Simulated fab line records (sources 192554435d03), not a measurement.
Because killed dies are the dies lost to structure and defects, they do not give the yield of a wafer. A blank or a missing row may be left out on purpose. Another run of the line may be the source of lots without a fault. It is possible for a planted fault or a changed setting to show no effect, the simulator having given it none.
fab line records | flow n5-finfet
record: lots: 8 wafers: 23 last-day: 17
route steps=1938 shown FIN_SAQP@129 FIN_CUT@165 BEOL_M4@1111 PASSIVATION@1936
lots that met no fault: taken from a fault-free run of the same line
start-h: the number of hours between the record's first day and the start of the first shown wafer of the lot | wait-h: time in hours since the lot's previous step | " identical to the entry in the row above | L1.1+2: one row covering several wafers at once | - no value, or no start given | * or withheld: withheld | < > ~ a bound
route shown NAME@n: NAME is a module with steps in the file, n the number in the route of the first one | usual: the fault-free wafers' mean and standard deviation | same: alike in all rows | chamber/n: place in a boat | sites: per-site readings | _std_site: the standard deviation of these | _edge_site: mean of outer sites minus mean of inner sites | radius-mm: for every site, how far away it sits from the centre of the wafer | mask NAME#n: copy n | behind: the most recent tool/chamber to have shaped the wafer | hold: reason for holding the lot/hours on hold/outcome of the hold | device: transistor that didn't switch, given as n, p or np | end of line: tests run on the same wafers once the route is complete | step lacking rows: just its recipe | killed: dies lost to structure and defects at the first sort, not the wafer's yield | map: a wafer's dies, x killed, . not, _ none there
set.NAME: the setting that was run; set.NAME@STEP: the one run at that earlier step | model.NAME: the simulator's own value behind a step, which no gauge read
route steps across a sampled set of lots; one table per step, one row per wafer
services: the hour from which a tool's chamber was out of use, counted from the record's first day as start-h (under 0 if before that day), plus the number of hours and why
== steps ==
step: N5_FIN_SAQP_ETCH_57
recipe: chemistry: CH3F/O2 target: SiNx mask-material: SiO2 target-depth-a: 325 time-s: 46.4 pressure-mtorr: 30 source-w: 395 bias-w: 73 Ar_flow_sccm: 150 CH3F_flow_sccm: 30 O2_flow_sccm: 20 ion-energy-ev: 120 ends: cleared
usual: O2_flow_sccm: 20.00/0.067 chamber-pressure-mTorr: 29.998/0.027 drypump-motor-current-A: 5.6/0.36 etch-rf-on-time-s: 46.3/1.2 oes_ar_750_au: 0.77/0.077 oes-product-au: 0.66/0.073 rf-vpp-V: 305/12 showerhead-plenum-p-Torr: 2.01/0.07 throttle-valve-pct: 16.38/0.2
columns lot.wafer tool chamber start-h wait-h O2_flow_sccm chamber-pressure-mTorr drypump-motor-current-A etch-rf-on-time-s oes_ar_750_au oes-product-au rf-hours-counter-h rf-vpp-V showerhead-plenum-p-Torr throttle-valve-pct
L833.1 rie-diel-04 1 30.11 0.0 19.98 30.014 5.6 45.7 0.71 0.61 190 292 1.92 16.48
L833.2 " 3 " " 19.89 29.975 5.1 46.1 0.73 0.61 204 292 2.07 16.24
L833.5 " 0 " " 20.00 30.033 6.0 47.7 0.70 0.59 - 305 2.09 16.49
L844.1 rie-diel-04 0 96.75 0.1 19.95 29.981 6.0 48.5 0.69 0.58 234 305 2.08 16.53
L844.2 " 1 " " 19.98 29.956 5.6 47.6 0.70 0.59 209 293 1.91 16.51
L844.6 " 1 " " 19.95 30.024 5.6 48.2 0.70 0.60 - 291 1.91 16.51
L846.2 rie-diel-01 3 108.24 0.0 19.99 29.948 5.9 47.4 0.71 0.62 179 318 2.07 16.43
L846.5 " 3 " " 20.01 29.962 5.9 47.2 0.71 0.63 - 319 2.07 16.46
L846.6 " 2 " " 19.99 30.004 5.4 45.5 0.87 0.76 - 314 2.04 16.20
L847.1 rie-diel-01 0 113.85 0.0 20.02 30.004 6.0 45.3 0.93 0.81 14 320 1.96 16.01
L847.4 " 2 " " 20.09 29.958 5.4 44.6 0.86 0.75 45 313 2.04 16.21
L847.6 " 0 " " 19.98 29.966 6.0 46.5 0.93 0.82 - 320 1.96 16.00
L848.1 rie-diel-05 2 120.69 0.0 19.97 30.000 5.7 45.7 0.80 0.68 124 293 1.85 16.69
L848.3 " 3 " " 19.96 30.047 5.0 44.6 0.73 0.61 200 294 2.05 16.37
L848.5 " 2 " " 19.95 29.973 5.7 46.9 0.81 0.68 - 295 1.85 16.70
L851.2 rie-diel-04 3 138.16 0.0 20.03 30.010 5.0 47.0 0.70 0.58 243 292 2.05 16.31
L851.3 " 2 " " 20.07 29.924 5.7 45.6 0.70 0.61 219 315 2.08 16.75
L852.1 rie-diel-01 3 144.77 0.1 19.97 30.008 5.9 46.4 0.70 0.61 192 318 2.07 16.47
L852.5 " 1 " " 20.17 29.986 5.2 46.9 0.75 0.65 - 292 2.00 16.42
L852.6 " 0 " " 20.15 30.002 6.0 47.7 0.90 0.80 - 320 1.95 16.01
L854.2 rie-diel-01 2 156.41 0.0 20.06 30.002 5.4 44.5 0.84 0.74 61 315 2.04 16.24
L854.4 " 1 " " 19.95 30.002 5.2 47.7 0.75 0.65 142 292 2.00 16.43
L854.6 " 0 " " 19.88 30.006 6.0 47.0 0.89 0.78 - 320 1.95 16.03
step: N5_FIN_SAQP_SPACER2_ETCHBACK_29
recipe: chemistry: CHF3/O2 mode: anisotropic-etchback target: SiO2 target-depth-a: 122 time-s: 6.1 pressure-mtorr: 30 source-w: 650 bias-w: 170 Ar_flow_sccm: 200 CHF3_flow_sccm: 50 O2_flow_sccm: 5 ion-energy-ev: 200
usual: O2_flow_sccm: 4.998/0.015 chamber-pressure-mTorr: 30.00/0.03 drypump-motor-current-A: 5.5/0.38 oes_ar_750_au: 0.76/0.074 oes-product-au: 0.76/0.081 rf-vpp-V: 531/19 showerhead-plenum-p-Torr: 2.41/0.089 throttle-valve-pct: 18.96/0.21
columns lot.wafer tool chamber start-h wait-h O2_flow_sccm chamber-pressure-mTorr drypump-motor-current-A oes_ar_750_au oes-product-au rf-hours-counter-h rf-vpp-V showerhead-plenum-p-Torr throttle-valve-pct
L833.1 rie-diel-01 3 31.42 0.2 5.012 29.99 5.9 0.73 0.75 150 561 2.50 18.89
L833.2 " 0 " " 4.997 29.97 6.0 0.67 0.69 242 567 2.37 19.04
L833.5 " 3 " " 4.998 30.02 5.9 0.74 0.75 - 563 2.50 18.91
L844.1 rie-diel-01 1 100.36 0.2 4.990 29.91 5.2 0.76 0.76 123 516 2.41 18.95
L844.2 " 2 " " 4.993 30.04 5.4 0.88 0.90 41 552 2.46 18.78
L844.6 " 1 " " 5.000 29.98 5.2 0.76 0.77 - 516 2.41 18.94
L846.2 rie-diel-04 0 109.54 0.2 4.995 30.00 6.0 0.68 0.67 238 537 2.50 19.07
L846.5 " 2 " " 4.976 30.04 5.7 0.70 0.71 - 555 2.50 19.34
L846.6 " 1 " " 5.006 30.01 5.6 0.69 0.69 - 516 2.31 19.10
L847.1 rie-diel-05 2 115.30 0.2 5.009 30.03 5.7 0.80 0.81 122 517 2.23 19.26
L847.4 " 0 " " 5.014 29.98 4.8 0.72 0.74 177 513 2.29 18.96
L847.6 " 0 " " 5.001 29.99 4.9 0.72 0.73 - 513 2.29 18.97
L848.1 rie-diel-04 3 122.06 0.2 4.970 30.00 5.0 0.71 0.69 238 514 2.47 18.79
L848.3 " 1 " " 5.003 29.98 5.6 0.69 0.70 218 515 2.31 19.11
L848.5 " 3 " " 4.986 30.02 5.0 0.71 0.68 - 516 2.47 18.78
L851.2 rie-diel-05 3 139.46 0.2 4.992 29.97 5.0 0.72 0.71 206 513 2.47 18.89
L851.3 " 1 " " 4.990 29.96 5.5 0.80 0.82 59 523 2.36 18.68
L852.1 rie-diel-04 2 146.08 0.2 5.030 29.99 5.7 0.70 0.70 221 554 2.50 19.34
L852.5 " 3 " " 5.000 30.00 5.1 0.71 0.69 - 514 2.47 18.81
L852.6 " 2 " " 5.006 30.05 5.7 0.70 0.71 - 555 2.50 19.33
L854.2 rie-diel-05 1 157.74 0.2 5.016 30.01 5.6 0.79 0.79 65 523 2.36 18.70
L854.4 " 0 " " 4.968 29.96 4.8 0.71 0.72 188 512 2.29 18.99
L854.6 " 1 " " 5.013 30.06 5.6 0.80 0.79 - 523 2.36 18.70
step: N5_FIN_SAQP_STRIP_77
recipe: chemistry: N2/H2 time-s: 90 power-w: 100 temp-c: 40 pressure-mtorr: 100 rf-frequency-hz: 6e+07 bias-power-w: 3 n2-flow-sccm: 300 h2-flow-sccm: 300
usual: bias-power-w: 3.000/0.0083 chamber-pressure-mTorr: 100.01/0.099 drypump-motor-current-A: 5.5/0.38 oes-product-au: 0.78/0.08 rf-vpp-V: 45.2/0.83 showerhead-plenum-p-Torr: 3.38/0.1 throttle-valve-pct: 12.21/0.24
columns lot.wafer tool chamber start-h wait-h bias-power-w chamber-pressure-mTorr drypump-motor-current-A oes-product-au rf-hours-counter-h rf-vpp-V showerhead-plenum-p-Torr throttle-valve-pct
L833.1 rie-diel-01 1 31.75 0.0 2.992 100.07 5.2 0.83 98 45.7 3.40 12.15
L833.2 " 3 " " 3.002 100.02 5.9 0.76 150 45.2 3.52 12.31
L833.5 " 1 " " 3.005 100.01 5.2 0.83 - 45.0 3.40 12.13
L844.1 rie-diel-01 1 100.77 0.0 2.997 99.86 5.2 0.79 124 44.1 3.38 12.23
L844.2 " 0 " " 2.992 100.00 6.0 0.99 10 46.1 3.29 11.81
L844.6 " 2 " " 2.982 100.03 5.4 0.88 - 44.4 3.42 11.81
L846.2 rie-diel-05 0 109.88 0.0 - - - - - - - -
L846.5 " 0 " " - - - - - - - -
L846.6 " 1 " " - - - - - - - -
L847.1 rie-diel-01 2 115.63 0.0 - - - - - - - -
L847.4 " 1 " " - - - - - - - -
L847.6 " 0 " " - - - - - - - -
L848.1 rie-diel-01 1 122.49 0.0 3.010 99.92 5.2 0.79 131 45.0 3.38 12.22
L848.3 " 3 " " 2.996 99.98 6.0 0.72 183 43.6 3.50 12.38
L848.5 " 1 " " 2.987 99.88 5.2 0.79 - 45.0 3.38 12.24
L851.2 rie-diel-01 0 139.82 0.0 2.998 100.06 6.0 0.95 23 44.2 3.29 11.85
L851.3 " 2 " " 2.995 99.93 5.4 0.86 54 46.2 3.41 11.87
L852.1 rie-diel-05 3 146.62 0.0 2.998 99.93 5.0 0.72 209 44.8 3.46 12.27
L852.5 " 3 " " 2.997 99.84 5.0 0.72 - 45.8 3.46 12.23
L852.6 " 2 " " 3.005 99.98 5.7 0.78 - 44.6 3.14 12.58
L854.2 rie-diel-01 3 158.11 0.0 2.997 99.96 5.9 0.72 198 44.8 3.50 12.43
L854.4 " 2 " " 3.006 100.10 5.4 0.85 61 45.0 3.41 11.87
L854.6 " 1 " " 3.005 100.05 5.2 0.77 - 46.6 3.37 12.26
step: N5_FIN_SAQP_CD_MEAS_37
recipe: target-cd-nm: 8 polarity: line
usual: cd-nm: 8.02/0.26
columns lot.wafer tool chamber start-h wait-h cd-nm
L833.1 cd-sem-01 - 32.06 0.1 8.38
L833.2 " - " " 8.31
L833.5 " - " " 8.35
L844.1 cd-sem-01 - 101.08 0.1 7.69
L844.2 " - " " 8.36
L844.6 " - " " 8.14
L846.2 cd-sem-03 - 110.19 0.1 7.90
L846.5 " - " " 7.79
L846.6 " - " " 7.77
L847.1 cd-sem-01 - 115.94 0.1 7.73
L847.4 " - " " 8.15
L847.6 " - " " 8.55
L848.1 cd-sem-01 - 122.80 0.1 8.43
L848.3 " - " " 8.16
L848.5 " - " " 7.90
L851.2 cd-sem-02 - 140.14 0.1 7.62
L851.3 " - " " 8.09
L852.1 cd-sem-02 - 146.93 0.1 7.95
L852.5 " - " " 7.93
L852.6 " - " " 8.03
L854.2 cd-sem-01 - 158.43 0.1 7.97
L854.4 " - " " 8.39
L854.6 " - " " 7.72
step: N5_FIN_SAQP_INSPECT_40
recipe: inspect-instrument: brightfield mode: aei
usual: raw-defect-count: 224/63
columns lot.wafer tool chamber start-h wait-h raw-defect-count
L833.1 defect-inspect-01 - 32.19 0.0 205
L833.2 " - " " 169
L833.5 " - " " 150
L844.1 defect-inspect-01 - 101.21 0.0 484
L844.2 " - " " 367
L844.6 " - " " 345
L846.2 defect-inspect-02 - 110.32 0.0 812
L846.5 " - " " 834
L846.6 " - " " 788
L847.1 defect-inspect-01 - 116.07 0.0 816
L847.4 " - " " 898
L847.6 " - " " 806
L848.1 defect-inspect-02 - 122.93 0.0 206
L848.3 " - " " 232
L848.5 " - " " 168
L851.2 defect-inspect-01 - 140.27 0.0 190
L851.3 " - " " 230
L852.1 defect-inspect-01 - 147.06 0.0 232
L852.5 " - " " 181
L852.6 " - " " 313
L854.2 defect-inspect-01 - 158.56 0.0 310
L854.4 " - " " 231
L854.6 " - " " 229
step: N5_FIN_CUT_INSPECT_10
recipe: mode: adi inspect-instrument: brightfield
usual: raw-defect-count: 39/10
columns lot.wafer tool chamber start-h wait-h raw-defect-count
L833.1 defect-inspect-02 - 32.59 0.1 40
L833.2 " - " " 20
L833.5 " - " " 25
L844.1 defect-inspect-02 - 101.73 0.1 78
L844.2 " - " " 56
L844.6 " - " " 54
L846.2 defect-inspect-01 - 110.84 0.0 230
L846.5 " - " " 279
L846.6 " - " " 217
L847.1 defect-inspect-01 - 116.48 0.1 233
L847.4 " - " " 239
L847.6 " - " " 254
L848.1 defect-inspect-01 - 123.49 0.1 37
L848.3 " - " " 50
L848.5 " - " " 27
L851.2 defect-inspect-01 - 140.78 0.0 44
L851.3 " - " " 46
L852.1 defect-inspect-02 - 147.58 0.1 43
L852.5 " - " " 30
L852.6 " - " " 46
L854.2 defect-inspect-02 - 159.08 0.1 45
L854.4 " - " " 32
L854.6 " - " " 35
step: N5_BEOL_M4_RC_MEAS_101
usual: DIBL_N: 36.1/2 DIBL_P: 36.3/2.4 IOFF_N: 0.15/0.035 IOFF_P: 0.21/0.039 ION_N: 672/15 ION_P: 463/9.7 SS_N: 71.5/0.7 SS_P: 73.2/0.75 VT_N: 251/3.6 VT_P: -250/3.8
columns lot.wafer tool chamber start-h wait-h DIBL_N[mV/V] DIBL_P[mV/V] IOFF_N[nA/um] IOFF_P[nA/um] ION_N[uA/um] ION_P[uA/um] SS_N[mV/dec] SS_P[mV/dec] VT_N[mV] VT_P[mV]
L833.1 prober-02 0 174.00 0.0 39.4 40.9 0.23 0.26 693 469 72.7 73.6 245 -249
L833.2 " 0 " " 36.0 36.5 0.15 0.19 689 470 71.2 72.8 248 -252
L833.5 " 0 " " 39.1 40.4 0.22 0.26 707 475 72.4 74.9 247 -249
L844.1 prober-01 0 246.02 0.0 36.2 35.9 0.16 0.22 670 471 71.7 73.3 251 -246
L844.2 " 0 " " 38.2 37.9 0.21 0.26 703 478 71.6 73.4 245 -245
L844.6 " 0 " " 35.7 34.8 0.16 0.21 683 461 71.2 72.6 249 -251
L846.2 prober-02 0 252.43 0.2 37.0 37.2 0.17 0.24 696 474 71.3 72.7 247 -248
L846.5 " 0 " " 34.1 33.6 0.12 0.17 655 457 70.9 72.2 253 -253
L846.6 " 0 " " 35.9 35.8 0.15 0.21 687 474 70.9 73.0 252 -252
L847.1 prober-01 0 263.92 0.0 35.3 35.0 0.14 0.22 673 471 71.3 72.7 249 -248
L847.4 " 0 " " 39.3 39.7 0.23 0.30 675 467 72.1 73.5 247 -242
L847.6 " 0 " " 34.5 34.1 0.14 0.21 684 477 70.8 72.3 248 -248
L848.1 prober-02 0 276.00 0.0 33.3 33.1 0.13 0.18 667 452 70.4 72.3 250 -254
L848.3 " 0 " " 38.0 38.7 0.20 0.27 680 462 72.8 73.7 247 -248
L848.5 " 0 " " 34.9 33.5 0.13 0.17 664 451 72.6 73.3 253 -250
L851.2 prober-01 0 284.75 0.2 36.2 37.2 0.15 0.19 660 455 71.9 73.4 251 -253
L851.3 " 0 " " 37.4 38.7 0.18 0.21 691 469 71.7 73.3 248 -250
L852.1 prober-02 0 287.61 0.0 36.1 38.5 0.17 0.24 673 474 71.7 74.1 250 -250
L852.5 " 0 " " 34.5 35.5 0.14 0.20 666 462 72.0 73.4 250 -251
L852.6 " 0 " " 33.7 33.6 0.12 0.17 662 456 71.0 72.7 252 -255
L854.2 prober-01 0 311.10 0.2 36.3 35.1 0.13 0.21 647 451 71.1 72.2 254 -247
L854.4 " 0 " " 39.6 39.1 0.19 0.27 680 464 72.3 73.1 246 -248
L854.6 " 0 " " 36.0 34.1 0.12 0.19 656 458 71.3 72.6 256 -253
step: N5_PASSIVATION_PROBE_49
usual: defect-limited-yield: 91.1/1.6 killed_at_M0_to_M3: 35/11 killed_at_M4_up: 13/5.4 killed-at-contacts: 13/6.5 killed-at-front-end: 40/14 killed-at-other: 4/3.1 killed-dies: 105/18 killed-open: 69/14 killed-short: 34/7.3 sort_bin_5_function: 5.2/0.96 sort_bin_6_memory: 3.4/0.77 sort-n-pass: 1075/19 sort-yield-pct: 91.1/1.6
same: gross-dies: 1180 killed-at-back-side: 0 sort_bin_4_leakage[%]: 0 sort_bin_8_speed[%]: 0
columns lot.wafer tool chamber start-h wait-h defect-limited-yield[%] killed_at_M0_to_M3 killed_at_M4_up killed-at-contacts killed-at-front-end killed-at-other killed-dies killed-open killed-short sort_bin_5_function[%] sort_bin_6_memory[%] sort-n-pass sort-yield-pct[%]
L833.1 prober-02 - 285.32 0.1 90.0 53 21 13 28 3 118 87 30 5.4 4.4 1062 90.0
L833.2 prober-02 - 285.37 0.2 90.4 43 16 7 43 4 113 70 41 5.5 3.9 1067 90.4
L833.5 prober-02 - 285.52 0.3 90.8 57 5 8 36 3 109 72 35 5.1 3.8 1071 90.8
L846.2 prober-02 - 364.03 0.1 89.1 31 9 25 59 5 129 89 39 6.3 4.6 1051 89.1
L846.5 prober-02 - 364.18 0.2 90.6 29 9 24 44 5 111 70 38 5.4 3.2 1069 90.6
L846.6 prober-02 - 364.23 0.3 89.9 29 8 33 47 2 119 81 38 7.0 2.9 1061 89.9
L847.1 prober-01 - 369.98 0.0 90.6 42 16 11 40 2 111 74 34 5.4 3.8 1069 90.6
L847.4 prober-01 - 370.13 0.2 89.2 52 13 14 42 6 127 79 46 6.2 4.1 1053 89.2
L847.6 prober-01 - 370.23 0.3 91.0 42 10 14 39 1 106 69 34 5.2 3.5 1074 91.0
killed by level:class
L833.1 BEOL_M0_SAQP:geometric-particle:open=16 BEOL_M1:geometric-particle:open=14 MOL_CONTACT_COAG:geometric-particle:open=11 BEOL_M4:geometric-particle:open=11 BEOL_M3:geometric-particle:open=6 STI_FIN_REVEAL:geometric-particle:open=5 BEOL_M1:geometric-particle:short=5 BEOL_M0_SAQP:geometric-particle:short=4
L833.2 BEOL_M1:geometric-particle:open=9 BEOL_M0_SAQP:geometric-particle:short=8 MOL_CONTACT_COAG:geometric-particle:open=7 STI_FIN_REVEAL:geometric-particle:open=6 BEOL_M1:geometric-particle:short=6 DUMMY_GATE:geometric-particle:open=5 GATE_CUT:geometric-particle:open=5 GATE_CUT:geometric-particle:short=5
L833.5 BEOL_M0_SAQP:geometric-particle:open=21 BEOL_M0_SAQP:geometric-particle:short=17 BEOL_M2:geometric-particle:open=7 MOL_CONTACT_COAG:geometric-particle:open=6 BEOL_M1:geometric-particle:open=6 STI_FIN_REVEAL:geometric-particle:open=5 GATE_CUT:geometric-particle:open=5 GATE_CUT:geometric-particle:short=5
L846.2 FIN_SAQP:geometric-particle:open=25 MOL_CONTACT_COAG:geometric-particle:open=18 FIN_SAQP:geometric-particle:short=13 BEOL_M0_SAQP:geometric-particle:open=11 BEOL_M2:geometric-particle:open=9 MOL_CONTACT_COAG:geometric-particle:short=7 BEOL_M4:geometric-particle:open=4 STI_FIN_REVEAL:geometric-particle:open=3
L846.5 MOL_CONTACT_COAG:geometric-particle:open=19 FIN_SAQP:geometric-particle:open=10 FIN_SAQP:geometric-particle:short=10 BEOL_M0_SAQP:geometric-particle:short=10 STI_FIN_REVEAL:geometric-particle:open=8 BEOL_M3:geometric-particle:open=8 BEOL_M4:geometric-particle:open=6 MOL_CONTACT_COAG:geometric-particle:short=5
L846.6 MOL_CONTACT_COAG:geometric-particle:open=30 FIN_SAQP:geometric-particle:short=14 FIN_SAQP:geometric-particle:open=8 BEOL_M0_SAQP:geometric-particle:open=7 GATE_CUT:geometric-particle:open=6 BEOL_M2:geometric-particle:open=5 STI_FIN_REVEAL:geometric-particle:open=4 BEOL_M4:geometric-particle:open=4
L847.1 BEOL_M0_SAQP:geometric-particle:open=15 FIN_SAQP:geometric-particle:short=10 FIN_SAQP:geometric-particle:open=10 BEOL_M1:geometric-particle:open=10 BEOL_M5:geometric-particle:open=8 MOL_CONTACT_COAG:geometric-particle:open=7 BEOL_M0_SAQP:geometric-particle:short=6 BEOL_M3:geometric-particle:open=6
L847.4 FIN_SAQP:geometric-particle:short=14 BEOL_M0_SAQP:geometric-particle:open=14 MOL_CONTACT_COAG:geometric-particle:open=12 BEOL_M0_SAQP:geometric-particle:short=12 BEOL_M2:geometric-particle:open=11 FIN_SAQP:geometric-particle:open=10 BEOL_M3:geometric-particle:open=8 GATE_CUT:geometric-particle:short=5
L847.6 BEOL_M0_SAQP:geometric-particle:short=12 MOL_CONTACT_COAG:geometric-particle:open=11 BEOL_M0_SAQP:geometric-particle:open=10 FIN_SAQP:geometric-particle:open=8 STI_FIN_REVEAL:geometric-particle:open=8 BEOL_M1:geometric-particle:open=6 FIN_SAQP:geometric-particle:short=5 BEOL_M4:geometric-particle:open=5
== services ==
columns tool chamber start-h hours kind
rie-diel-04 1 40.26 9.4 repair
rie-diel-01 - 42.74 2.8 pm
rie-diel-01 0 53.24 - clean
rie-diel-01 0 53.24 - consumable-replace:focus-ring
rie-diel-01 0 53.24 17.3 scheduled-down
rie-diel-01 0 53.24 17.3 vent-cycle
rie-diel-04 - 64.98 1.1 repair
rie-diel-01 1 81.27 3.3 repair
rie-diel-04 - 81.92 2.8 pm
rie-diel-04 0 146.67 - clean
rie-diel-04 0 146.67 - consumable-replace:focus-ring
rie-diel-04 0 146.67 13.9 scheduled-down
rie-diel-04 0 146.67 13.9 vent-cycle
rie-diel-05 0 148.21 4.6 repair
== key ==
first-sign: step: N5_FIN_SAQP_STRIP_77 reading: tool-record direction: missing
effect: step: N5_FIN_SAQP_INSPECT_40 reading: raw-defect-count direction: up sigmas: 9.6 usual: 224 struck: 826
effect: step: N5_FIN_CUT_INSPECT_10 reading: raw-defect-count direction: up sigmas: 20 usual: 39 struck: 242
met-at N5_FIN_SAQP_STRIP_77
struck-lots L846,L847
not-acting-at N5_FIN_SAQP_ETCH_57,N5_FIN_SAQP_SPACER2_ETCHBACK_29,N5_FIN_SAQP_CD_MEAS_37
onset-between 100.77 109.88
fault: kind: skipped-step-whole tool: rie-diel-01,rie-diel-05 chamber: - onset-h: 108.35 steps: N5_FIN_SAQP_STRIP_77 scope: struck-lots-only
